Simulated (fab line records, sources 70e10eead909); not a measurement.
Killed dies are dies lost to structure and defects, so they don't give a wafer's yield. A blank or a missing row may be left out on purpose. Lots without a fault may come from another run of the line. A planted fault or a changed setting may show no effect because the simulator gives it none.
Which tool did it? | flow nand_harc | 24 lots, 72 wafers sampled, at 5 steps of a route of 1302

WHAT THE GAUGES READ, wafer by wafer
NHARC_P_CONTACT_OVL_MEAS_13.
lot  | measured     | on         | overlay_x_nm (nm) | overlay_y_nm (nm)
L074 | day 6 06:59  | overlay-01 | 0.6 0.6 1.0       | 0.8 0.7 1.1
L076 | day 6 12:51  | overlay-02 | 0.8 0.6 0.5       | -1.3 -1.2 -1.3
L075 | day 6 13:44  | overlay-01 | 1.1 1.0 1.5       | 0.4 0.1 0.0
L078 | day 7 13:59  | overlay-01 | -0.7 -1.3 -0.9    | 0.1 0.1 -0.3
L077 | day 7 15:49  | overlay-02 | -0.9 -0.4 -0.4    | 0.5 1.1 0.9
L079 | day 8 07:25  | overlay-01 | -1.1 -0.3 -1.6    | 0.4 0.9 1.0
L080 | day 8 08:15  | overlay-01 | -0.8 -0.9 0.0     | 0.4 0.4 0.3
L081 | day 8 21:12  | overlay-02 | 0.2 -0.1 -0.4     | -0.3 0.1 0.1
L082 | day 9 03:13  | overlay-02 | 0.3 1.3 1.0       | -1.1 -1.0 -0.6
L083 | day 9 10:49  | overlay-02 | -1.1 -1.4 -0.6    | -0.4 0.1 -0.1
L084 | day 10 07:02 | overlay-02 | 0.4 0.0 -0.1      | 0.0 0.0 -0.5
L085 | day 10 11:12 | overlay-01 | -0.7 -0.6 0.3     | -1.0 -0.9 -1.7
L086 | day 10 15:08 | overlay-01 | -1.8 -1.8 -1.4    | 0.9 0.6 1.1
L087 | day 11 11:20 | overlay-02 | 0.9 2.1 1.2       | 0.8 0.2 0.3
L088 | day 12 04:04 | overlay-01 | -0.3 0.2 -0.5     | 1.1 0.9 0.5
L089 | day 12 04:29 | overlay-02 | 0.5 -0.4 0.0      | -0.8 -0.7 -1.0
L090 | day 12 15:57 | overlay-02 | -1.2 -0.4 -0.3    | 0.7 0.5 0.2
L091 | day 12 21:58 | overlay-02 | 0.8 0.0 0.0       | -1.1 -1.0 -1.7
L092 | day 13 07:02 | overlay-02 | -0.5 -0.1 0.2     | 0.2 0.3 -0.1
L093 | day 13 21:42 | overlay-01 | -0.2 0.2 -0.7     | -1.2 -1.9 -1.1
L094 | day 14 04:11 | overlay-02 | 0.7 0.5 0.3       | 1.1 1.3 1.9
L095 | day 14 11:10 | overlay-01 | 0.9 0.5 0.6       | -0.3 -0.6 -0.5
L096 | day 14 22:37 | overlay-01 | -0.3 -0.7 -0.4    | -0.9 -1.1 -1.2
L097 | day 15 14:56 | overlay-01 | 1.4 1.2 1.1       | 0.0 0.3 0.3

NHARC_P_M1_OVL_MEAS_10: pitch 260 nm.
lot  | measured     | on         | overlay_x_nm (nm) | overlay_y_nm (nm)
L074 | day 6 15:28  | overlay-02 | -0.2 0.0 -0.1     | 1.3 1.5 1.2
L076 | day 6 20:58  | overlay-02 | 0.0 0.4 0.5       | 0.3 0.3 0.4
L075 | day 6 21:43  | overlay-01 | -0.2 0.2 0.4      | -0.3 -0.5 -0.6
L078 | day 7 22:19  | overlay-01 | -1.0 -1.1 -1.4    | -0.8 -0.3 -0.7
L077 | day 8 00:13  | overlay-01 | 0.8 0.6 1.1       | 0.6 0.9 0.9
L079 | day 8 15:49  | overlay-01 | -0.4 -1.2 -1.0    | 1.2 1.4 1.6
L080 | day 8 16:31  | overlay-02 | -0.5 -0.9 -0.4    | 1.1 1.4 0.8
L081 | day 9 05:26  | overlay-01 | -0.1 0.2 0.1      | 0.4 0.3 0.1
L082 | day 9 11:20  | overlay-01 | 0.1 0.2 0.1       | 0.7 1.0 1.5
L083 | day 9 20:07  | overlay-01 | -0.6 -0.6 -0.1    | 0.2 0.1 0.2
L084 | day 10 15:27 | overlay-01 | 2.5 3.1 2.6       | -0.4 -0.3 -0.3
L085 | day 10 19:20 | overlay-01 | -0.4 -0.8 -1.1    | 1.1 1.7 1.1
L086 | day 10 23:23 | overlay-02 | 0.1 0.0 0.2       | 0.5 0.1 -0.1
L087 | day 11 19:33 | overlay-02 | -1.2 -0.9 -1.6    | 0.5 0.8 0.7
L088 | day 12 12:25 | overlay-02 | 0.1 -0.5 -0.5     | 0.1 -0.5 0.5
L089 | day 12 14:19 | overlay-01 | -0.2 -1.6 -0.6    | -0.1 -0.2 0.0
L090 | day 13 00:05 | overlay-01 | 1.0 0.8 0.5       | 0.0 0.1 0.3
L091 | day 13 06:04 | overlay-01 | -0.5 -0.9 -0.5    | 0.1 0.1 0.2
L092 | day 13 15:14 | overlay-01 | -1.8 -2.1 -1.6    | -0.5 -0.8 0.0
L093 | day 14 05:59 | overlay-01 | -0.1 -0.4 -0.9    | 0.7 1.2 1.3
L094 | day 14 13:09 | overlay-02 | -0.2 0.1 -0.4     | 0.1 -0.3 0.3
L095 | day 14 19:32 | overlay-02 | 0.5 0.3 0.8       | -0.4 -0.7 -0.8
L096 | day 15 06:43 | overlay-02 | -0.8 -0.9 -1.1    | -0.2 0.3 -0.1
L097 | day 15 23:22 | overlay-01 | -0.5 -0.5 -0.4    | -0.2 -0.5 -0.5

WHICH TOOL RAN EACH LOT (tool, then ch and the chambers of the sampled wafers, then the start)
lot  | NHARC_P_GATE_STRIP_111               | NHARC_P_CONTACT_CMP_01        | NHARC_P_CONTACT_PVD_32
L074 | plasma_asher-02 ch 0,1, day 5 23:34  | cmp-02 ch 0,1, day 6 06:04    | pvd_sputter-01, day 6 15:28 or earlier
L076 | plasma_asher-02 ch 0,1, day 6 05:22  | cmp-03 ch 1,2,3, day 6 12:04  | pvd_sputter-03, day 6 20:58 or earlier
L075 | plasma_asher-01 ch 0, day 6 05:35    | cmp-04 ch 0,2,3, day 6 12:52  | pvd_sputter-02, day 6 21:43 or earlier
L078 | plasma_asher-02 ch 0,1, day 7 06:03  | cmp-02 ch 1,3, day 7 13:05    | pvd_sputter-02, day 7 22:19 or earlier
L077 | plasma_asher-02 ch 0,1, day 7 08:15  | cmp-02 ch 1,2,3, day 7 14:54  | pvd_sputter-02, day 8 00:13 or earlier
L079 | plasma_asher-02 ch 0,1, day 7 23:50  | cmp-03 ch 1,2,3, day 8 06:32  | pvd_sputter-01, day 8 15:49 or earlier
L080 | plasma_asher-02 ch 0,1, day 8 00:47  | cmp-02 ch 0,1,3, day 8 07:21  | pvd_sputter-02, day 8 16:31 or earlier
L081 | plasma_asher-01 ch 0,1, day 8 13:07  | cmp-04 ch 0,1,2, day 8 20:19  | pvd_sputter-03, day 9 05:26 or earlier
L082 | plasma_asher-02 ch 0,1, day 8 19:38  | cmp-02 ch 0,1, day 9 02:17    | pvd_sputter-03, day 9 11:20 or earlier
L083 | plasma_asher-02 ch 1, day 9 03:05    | cmp-04 ch 1,3, day 9 09:54    | pvd_sputter-01, day 9 20:07 or earlier
L084 | plasma_asher-01 ch 0,1, day 9 23:28  | cmp-02 ch 1,2,3, day 10 06:16 | pvd_sputter-02, day 10 15:27 or earlier
L085 | plasma_asher-01 ch 1, day 10 03:46   | cmp-03 ch 1,2, day 10 10:17   | pvd_sputter-02, day 10 19:20 or earlier
L086 | plasma_asher-02 ch 0,1, day 10 07:43 | cmp-03 ch 1,2,3, day 10 14:22 | pvd_sputter-02, day 10 23:23 or earlier
L087 | plasma_asher-02 ch 0,1, day 11 04:02 | cmp-03 ch 1,2,3, day 11 10:32 | pvd_sputter-03, day 11 19:33 or earlier
L088 | plasma_asher-02 ch 0,1, day 11 20:15 | cmp-02 ch 0,2,3, day 12 03:13 | pvd_sputter-02, day 12 12:25 or earlier
L089 | plasma_asher-01 ch 1, day 11 20:46   | cmp-03 ch 1,2,3, day 12 03:42 | pvd_sputter-03, day 12 14:19 or earlier
L090 | plasma_asher-02 ch 0,1, day 12 08:25 | cmp-02 ch 0,1,2, day 12 15:02 | pvd_sputter-03, day 13 00:05 or earlier
L091 | plasma_asher-02 ch 0,1, day 12 14:19 | cmp-04 ch 1,2, day 12 21:10   | pvd_sputter-01, day 13 06:04 or earlier
L092 | plasma_asher-01 ch 0,1, day 12 23:03 | cmp-03 ch 0,1,2, day 13 06:19 | pvd_sputter-02, day 13 15:14 or earlier
L093 | plasma_asher-02 ch 0,1, day 13 14:11 | cmp-03 ch 0,2,3, day 13 20:49 | pvd_sputter-03, day 14 05:59 or earlier
L094 | plasma_asher-02 ch 0,1, day 13 20:34 | cmp-03 ch 1,2,3, day 14 03:24 | pvd_sputter-02, day 14 13:09 or earlier
L095 | plasma_asher-01 ch 0,1, day 14 03:41 | cmp-03 ch 0,1, day 14 10:22   | pvd_sputter-01, day 14 19:32 or earlier
L096 | plasma_asher-02 ch 0,1, day 14 15:10 | cmp-03 ch 0,1,3, day 14 21:50 | pvd_sputter-03, day 15 06:43 or earlier
L097 | plasma_asher-02 ch 0,1, day 15 07:05 | cmp-02 ch 2,3, day 15 14:02   | pvd_sputter-01, day 15 23:22 or earlier
- NHARC_P_GATE_STRIP_111: strips in N2/H2, time 250 s.
- NHARC_P_CONTACT_CMP_01: polishes SiO2, target thk 200 nm.
- NHARC_P_CONTACT_PVD_32: deposits Ti, target thk 5 nm, time 17.7 s.

WHAT THE TOOLS THEMSELVES READ (means of the sampled wafers that have a number; where no wafer has one, the mark that the record gives instead)
NHARC_P_GATE_STRIP_111.
lot  | tool            | drypump_motor_current_A (A) | heater_power_w (W) | temp_c (C)
L074 | plasma_asher-02 | 5.6                         | 88.6               | 109.95
L076 | plasma_asher-02 | 5.6                         | 89.0               | 109.86
L075 | plasma_asher-01 | 5.9                         | 83.5               | 110.06
L078 | plasma_asher-02 | 5.6                         | 87.5               | 110.02
L077 | plasma_asher-02 | 5.6                         | 88.6               | 110.15
L079 | plasma_asher-02 | 5.6                         | 88.1               | 109.97
L080 | plasma_asher-02 | 5.6                         | 87.8               | 109.87
L081 | plasma_asher-01 | 5.6                         | 86.3               | 110.01
L082 | plasma_asher-02 | 5.6                         | 87.4               | 110.12
L083 | plasma_asher-02 | 6.1                         | 89.4               | 110.03
L084 | plasma_asher-01 | 5.4                         | 85.0               | 109.98
L085 | plasma_asher-01 | 5.2                         | 86.3               | 109.94
L086 | plasma_asher-02 | 5.6                         | 86.7               | 109.86
L087 | plasma_asher-02 | 5.9                         | 88.8               | 110.02
L088 | plasma_asher-02 | 5.6                         | 91.4               | 110.01
L089 | plasma_asher-01 | 5.2                         | 84.7               | 109.85
L090 | plasma_asher-02 | 5.9                         | 91.6               | 109.74
L091 | plasma_asher-02 | 5.9                         | 90.9               | 109.98
L092 | plasma_asher-01 | 5.7                         | 87.6               | 110.21
L093 | plasma_asher-02 | 5.6                         | 90.0               | 110.04
L094 | plasma_asher-02 | 5.6                         | 89.9               | 110.05
L095 | plasma_asher-01 | 5.4                         | 86.6               | 110.10
L096 | plasma_asher-02 | 5.6                         | 92.4               | 110.11
L097 | plasma_asher-02 | 5.6                         | 90.8               | 110.01

NHARC_P_CONTACT_CMP_01.
lot  | tool   | motor_current_A (A)
L074 | cmp-02 | 13.9
L076 | cmp-03 | 12.8
L075 | cmp-04 | 11.7
L078 | cmp-02 | 11.4
L077 | cmp-02 | 11.2
L079 | cmp-03 | 12.6
L080 | cmp-02 | 12.4
L081 | cmp-04 | 11.4
L082 | cmp-02 | 12.1
L083 | cmp-04 | 12.4
L084 | cmp-02 | 11.6
L085 | cmp-03 | 14.1
L086 | cmp-03 | 12.6
L087 | cmp-03 | 13.1
L088 | cmp-02 | 12.8
L089 | cmp-03 | 13.3
L090 | cmp-02 | 13.1
L091 | cmp-04 | 11.9
L092 | cmp-03 | 13.7
L093 | cmp-03 | 12.8
L094 | cmp-03 | 12.8
L095 | cmp-03 | 13.5
L096 | cmp-03 | 12.7
L097 | cmp-02 | 11.8

NHARC_P_CONTACT_PVD_32.
lot  | tool           | throttle_valve_pct (%)
L074 | pvd_sputter-01 | 29.2
L076 | pvd_sputter-03 | 30.4
L075 | pvd_sputter-02 | 28.8
L078 | pvd_sputter-02 | 29.1
L077 | pvd_sputter-02 | 29.7
L079 | pvd_sputter-01 | 29.7
L080 | pvd_sputter-02 | 29.3
L081 | pvd_sputter-03 | 31.2
L082 | pvd_sputter-03 | 30.4
L083 | pvd_sputter-01 | 29.4
L084 | pvd_sputter-02 | 29.9
L085 | pvd_sputter-02 | 28.3
L086 | pvd_sputter-02 | 29.8
L087 | pvd_sputter-03 | 30.3
L088 | pvd_sputter-02 | 30.0
L089 | pvd_sputter-03 | 30.3
L090 | pvd_sputter-03 | 30.8
L091 | pvd_sputter-01 | 29.7
L092 | pvd_sputter-02 | 29.6
L093 | pvd_sputter-03 | 30.6
L094 | pvd_sputter-02 | 30.0
L095 | pvd_sputter-01 | 29.9
L096 | pvd_sputter-03 | 30.8
L097 | pvd_sputter-01 | 29.6

THE ANSWER, worked out from the rows above alone
Rule: what is usual is taken from the lots themselves. Put in order of their means at a reading, lots are off if they are a third of the lots or fewer, leave a main group of 4 or more, and stand apart from it by a gap of 3 or more times the standard deviation of the main group's means; of several such gaps the widest counts. A main group whose means are all the same, to the digits that the tables above print for the reading, isn't used. A lot without any number at a reading at which 4 lots or more have one is off too. The other lots that the step has rows for count as sound. The gauges are gone through in route order, then the tools' own readings, and for those a lot's mean is taken as printed above. The first step at which some lot is off is used, and at that step the reading that is off furthest; a lot without a number counts as furthest.
No lot is off at any reading shown: from this, nothing can be told.

WHAT THE SIMULATOR HAD PUT IN
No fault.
